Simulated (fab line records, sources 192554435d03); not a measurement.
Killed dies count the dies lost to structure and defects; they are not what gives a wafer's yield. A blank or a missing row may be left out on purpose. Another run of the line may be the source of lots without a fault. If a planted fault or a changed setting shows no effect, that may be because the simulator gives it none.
Lot-split experiment ; flow n5-finfet ; 21 wafers read across 7 lots, on a route 1938 steps long

== SPLIT DETAILS ==
At N5_BEOL_M1_TRENCH_ETCH_37 (etches SiOC in C4F6/O2, target depth 55.207 nm, time 29 s), the setting time-s was moved away from the recipe's 29 s on 7 of the 21 wafers read, by -21.4% to +21.0%. For the rest of the wafers, this setting stayed at what the recipe calls for.

== FROM THE SPLIT TO THE READING: what the file shows between them, 2 steps ==
- N5_BEOL_M1_ETCH_41: etches SiCN in CH3F/O2, target depth 31.9 nm, time 57.8 s
- N5_BEOL_M1_STRIP_97: strips in N2/H2, time 10 s

== THE READING ==
trench-depth-nm, in nm, at N5_BEOL_M1_OCD_MEAS_38. A value of 55.1 nm with a standard deviation of 0.96 nm is what fault-free wafers of this fab line usually give.

wafer;tool, chamber at the split;time-s as run, s;against the recipe;trench-depth-nm, nm;against lot-mates on the recipe
L078.3;rie-diel-05, 3;29;recipe;54.4;-
L078.5;rie-diel-05, 3;31.84;+9.8%;59.5;+5.2
L078.6;rie-diel-05, 0;29;recipe;54.1;-
L081.1;rie-diel-05, 2;29;recipe;54.6;-
L081.2;rie-diel-05, 0;29;recipe;56.0;-
L081.4;rie-diel-05, 2;23.74;-18.1%;45.0;-10.3
L084.1;rie-diel-02, 3;29;recipe;56.0;-
L084.3;rie-diel-02, 0;29;recipe;56.3;-
L084.5;rie-diel-02, 1;31.39;+8.2%;59.0;+2.9
L083.2;rie-diel-02, 0;29;recipe;55.7;-
L083.5;rie-diel-02, 3;29;recipe;56.5;-
L083.6;rie-diel-02, 1;29;recipe;53.7;-
L082.1;rie-diel-06, 0;35.08;+21.0%;67.0;+12.1
L082.3;rie-diel-06, 2;29;recipe;54.5;-
L082.6;rie-diel-06, 0;29;recipe;55.2;-
L096.2;rie-diel-06, 2;25.21;-13.1%;47.3;-7.6
L096.3;rie-diel-06, 3;29;recipe;55.1;-
L096.6;rie-diel-06, 2;29;recipe;54.6;-
L097.2;rie-diel-06, 1;22.79;-21.4%;42.0;-13.0
L097.3;rie-diel-06, 0;22.79;-21.4%;43.7;-11.3
L097.4;rie-diel-06, 3;29;recipe;55.0;-

FIT RESULTS
A straight line over all 21 wafers: trench-depth-nm changes by +0.56 nm for each +1% of time-s; r = +0.99; the points scatter about the line by 0.83 nm.
The same after taking each lot's own level away (the mean of its wafers on the recipe; 21 wafers): +0.56 nm for each +1%; r = +0.99; scatter 0.73 nm.
On that fit, the largest move of time-s shifts the reading by 12 nm.
Measured against the standard deviation above, the lots' own levels, which go from 54.25 to 56.15 nm, span 2.0 times it.
The two slopes agree, so the slope changes little with the lot-to-lot level.
Check: -11.8 nm against its lot-mates is what the line predicts for one of the wafers moved furthest among these (-21.4%) when that wafer is left out of the fit. It came out at -13 nm against them.

== ADDITIONAL SPLITS CARRIED BY THESE WAFERS ==
These wafers also went through other splits before the reading. Each is held against what the fit with the lots' levels taken away leaves over:
other split on the same wafers;wafers away from the commonest value;r with trench-depth-nm (lot level and that fit taken away)
N5_BEOL_M0_ETCH_109 bias-w;6;+0.02
N5_BEOL_M1_ILD_DEP_00 time-s;5;-0.28
N5_BEOL_M1_PECVD_72 time-s;9;-0.03

== THE WHOLE CHAIN: every reading that the file lists as answering this split, in the file's order ==
step;what it does;reading;change (the file's fit);r (the file's)
N5_BEOL_M1_TRENCH_ETCH_37;etches SiOC in C4F6/O2, target depth 55.207 nm, time 29 s;etch.depth-nm (the simulator's own value, which no gauge read);+0.575 nm for each +1% of the setting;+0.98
N5_BEOL_M1_TRENCH_ETCH_37;etches SiOC in C4F6/O2, target depth 55.207 nm, time 29 s;BEOL_M1.feature-depth-nm (the simulator's own value, which no gauge read);+0.576 nm for each +1% of the setting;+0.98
N5_BEOL_M1_OCD_MEAS_38;;trench-depth-nm;+0.561 nm for each +1% of the setting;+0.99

== FILE'S OWN FIT ==
trench-depth-nm changes by +0.561 nm for each +1% of time-s, r = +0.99.
